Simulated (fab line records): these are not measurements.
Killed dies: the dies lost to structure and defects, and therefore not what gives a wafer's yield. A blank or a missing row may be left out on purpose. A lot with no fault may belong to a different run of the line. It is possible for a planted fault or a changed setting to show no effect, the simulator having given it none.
The tool behind it: which one?	flow nand harc	39 wafers from 13 lots sampled at 5 of the route's 1159 steps

## WHAT THE GAUGES SHOWED, per wafer
NHARC_P_STI_INSPECT_25. Usual: 222 for raw defect count, sd 83.
lot	measured	on	raw defect count	flag
L986	day 3 18:53	defect inspect-02	204 206 277	
L987	day 3 23:14	defect inspect-01	223 327 150	
L988	day 4 07:19	defect inspect-01	184 218 268	
L990	day 4 20:40	defect inspect-01	224 144 299	
L992	day 5 04:59	defect inspect-02	155 153 165	
L993	day 5 04:59	defect inspect-01	258 256 188	
L997	day 6 17:47	defect inspect-01	115 114 140	
L102	day 7 16:51	defect inspect-01	220 355 246	
L104	day 8 05:53	defect inspect-02	114 164 156	
L105	day 8 10:14	defect inspect-02	128 413 336	
L106	day 8 18:58	defect inspect-01	158 182 123	
L108	day 8 23:42	defect inspect-02	153 303 98	
L109	day 9 12:34	defect inspect-01	204 211 300	

NHARC_END_SORT_01. Usual: killed at array 25, standard deviation 9.7; killed at other 0.7, standard deviation 0.87; killed at periphery 3.3, standard deviation 2.3; killed dies 29, standard deviation 11; killed open 3.6, standard deviation 2.1; killed short 2.3, standard deviation 1.7.
lot	measured	on	killed at array	killed at other	killed at periphery	killed dies	killed open	killed short	flag
L105	day 23 17:59	prober-01	15 23 9	0 1 1	2 4 6	17 28 16	1 1 1	1 5 1	

## WHICH TOOL RAN EACH LOT (tool, then ch and the chambers of the sampled wafers, then the start)
lot	NHARC_P_ZERO_WELL_DESCUM_13	NHARC_P_ZERO_WELL_ETCH_63	NHARC_P_ZERO_WELL_STRIP_15
L986	rie diel-04 ch 1,2,3, day 1 13:34	rie si-01 ch 0,3, day 1 14:07	wet bench-05 ch 0,1,6, day 1 14:16
L987	rie diel-04 ch 0,1,3, day 1 19:25	rie si-01 ch 0,2,3, day 1 19:41	wet bench-07 ch 0,1,3, day 1 19:49
L988	rie diel-07 ch 1,2,3, day 2 01:43	rie si-04 ch 1,2,3, day 2 01:59	wet bench-05 ch 0,2,7, day 2 02:07
L990	rie diel-07 ch 0,1,2, day 2 13:25	rie si-06 ch 0,1,3, day 2 13:41	wet bench-07 ch 1,3,6, day 2 13:48
L992	rie diel-11 ch 0,1,3, day 3 01:29	rie si-04 ch 1,2,3, day 3 01:44	wet bench-01 ch 4,5,6, day 3 01:53
L993	rie diel-11 ch 1,2,3, day 3 07:24	rie si-04 ch 1,2,3, day 3 07:39	wet bench-01 ch 1,4,7, day 3 07:49
L997	rie diel-04 ch 0,3, day 4 07:31	rie si-04 ch 0,2,3, day 4 07:47	wet bench-01 ch 0,1,7, day 4 07:56
L102	rie diel-04 ch 0,3, day 5 13:24	rie si-06 ch 0,2,3, day 5 13:42	wet bench-07 ch 2,3,6, day 5 13:49
L104	rie diel-07 ch 1,2, day 6 01:25	rie si-04 ch 1,2,3, day 6 01:40	wet bench-07 ch 0,1,7, day 6 01:51
L105	rie diel-04 ch 1,2, day 6 07:17	rie si-06 ch 2,3, day 6 07:34	wet bench-07 ch 3,5,6, day 6 07:43
L106	rie diel-11 ch 1,2,3, day 6 13:29	rie si-04 ch 0,2,3, day 6 13:47	wet bench-01 ch 1,2,5, day 6 13:56
L108	rie diel-07 ch 2,3, day 7 01:25	rie si-06 ch 1,2,3, day 7 01:43	wet bench-01 ch 0,5,7, day 7 01:52
L109	rie diel-11 ch 1,3, day 7 07:24	rie si-04 ch 2,3, day 7 07:40	wet bench-01 ch 0,2,7, day 7 07:49
- NHARC_P_ZERO_WELL_DESCUM_13: chemistry O2, time 3 s.
- NHARC_P_ZERO_WELL_ETCH_63: etches the open film in HBr/Cl2, target depth 120 nm, time 40.1 s.
- NHARC_P_ZERO_WELL_STRIP_15: strips in SPM, time 900 s.

## WHAT THE TOOLS THEMSELVES READ (means of the sampled wafers that have a number; where no wafer has one, the mark that the record gives instead)
NHARC_P_ZERO_WELL_DESCUM_13. Usual: value, then standard deviation, for each; drypump motor current A 6.0 A / 0.42; mfc ar sccm 0.0008 sccm / 0.0014; o2 flow sccm 200.0 sccm / 0.57; oes product au 1.000 a.u. / 0.011; rf vpp V 57.8 V / 0.89; showerhead plenum p Torr 1.95 Torr / 0.078; throttle valve pct 11.312 % / 0.0084.
lot	tool	drypump motor current A (A)	mfc ar sccm (sccm)	o2 flow sccm (sccm)	oes product au (a.u.)	rf vpp V (V)	showerhead plenum p Torr (Torr)	throttle valve pct (%)	flag
L986	rie diel-04	6.2	0.0009	200.5	0.986	58.5	1.96	11.312	
L987	rie diel-04	6.2	0.0009	200.3	0.993	57.6	1.97	11.315	
L988	rie diel-07	5.7	0.0012	200.2	1.008	56.3	1.90	11.315	
L990	rie diel-07	5.6	0.0025	199.4	1.002	58.0	1.94	11.311	
L992	rie diel-11	5.9	0.0000	200.5	1.005	57.8	1.96	11.307	
L993	rie diel-11	5.9	0.0000	199.5	1.010	58.3	1.93	11.304	
L997	rie diel-04	6.1	0.0019	200.3	0.986	57.6	1.97	11.313	
L102	rie diel-04	6.2	0.0019	199.6	0.991	57.7	1.97	11.312	
L104	rie diel-07	5.8	0.0012	200.5	0.987	58.2	1.87	11.306	
L105	rie diel-04	6.3	0.0000	200.3	1.006	57.3	1.95	11.317	
L106	rie diel-11	5.9	0.0000	199.7	1.010	57.6	1.93	11.315	
L108	rie diel-07	5.5	0.0000	200.4	0.993	57.6	1.84	11.306	
L109	rie diel-11	5.6	0.0000	199.2	1.003	58.0	1.98	11.301	

NHARC_P_ZERO_WELL_ETCH_63. Usual: drypump motor current A 5.7 A, standard deviation 0.4; oes product au 1.000 a.u., standard deviation 0.0095; throttle valve pct 26.406 %, standard deviation 0.0093.
lot	tool	drypump motor current A (A)	oes product au (a.u.)	throttle valve pct (%)	flag
L986	rie si-01	5.6	0.999	26.397	
L987	rie si-01	5.9	0.999	26.409	
L988	rie si-04	5.7	1.003	26.409	
L990	rie si-06	5.6	0.997	26.405	
L992	rie si-04	5.7	1.008	26.414	
L993	rie si-04	5.7	0.998	26.404	
L997	rie si-04	5.6	0.992	26.405	
L102	rie si-06	5.6	1.004	26.424	
L104	rie si-04	5.7	0.994	26.408	
L105	rie si-06	5.8	0.997	26.398	
L106	rie si-04	5.6	1.002	26.404	
L108	rie si-06	5.7	1.011	26.409	
L109	rie si-04	5.4	0.997	26.403	

NHARC_P_ZERO_WELL_STRIP_15. Usual: bath guard temp C 130.1 C, standard deviation 0.56; bath heat duty pct 15.2 %, standard deviation 1.7.
lot	tool	bath guard temp C (C)	bath heat duty pct (%)	flag
L986	wet bench-05	130.1	15.0	
L987	wet bench-07	130.3	15.0	
L988	wet bench-05	130.2	15.9	
L990	wet bench-07	130.1	16.2	
L992	wet bench-01	129.9	15.5	
L993	wet bench-01	129.5	14.5	
L997	wet bench-01	129.8	13.6	
L102	wet bench-07	129.7	15.5	
L104	wet bench-07	-	-	OFF
L105	wet bench-07	-	-	OFF
L106	wet bench-01	-	-	OFF
L108	wet bench-01	129.9	13.6	
L109	wet bench-01	129.9	15.3	

## THE ANSWER, worked out from the rows above alone
Rule: take the mean of a lot's wafers that have a number; if it is more than 3 standard deviations from the usual mean, the lot is off. Also off: a lot with no number at a reading for which 4 or more lots have one. Where the step has rows for the other lots, those lots are counted as sound. Order of review: gauges by route order, followed by the tools' own readings, for which a lot's mean as printed above is used. The first step at which some lot is off is used, and at that step the reading that is off furthest; a lot without a number counts as furthest.
Off: L104, L105, L106, at NHARC_P_ZERO_WELL_STRIP_15 (bath guard temp C). Without a number there: L104, L105, L106.
A tool fits if, at that step or a process step before it, it ran every lot that is off, and no sound lot after the first of them. None of those tried fits.

## WHAT THE SIMULATOR HAD PUT IN
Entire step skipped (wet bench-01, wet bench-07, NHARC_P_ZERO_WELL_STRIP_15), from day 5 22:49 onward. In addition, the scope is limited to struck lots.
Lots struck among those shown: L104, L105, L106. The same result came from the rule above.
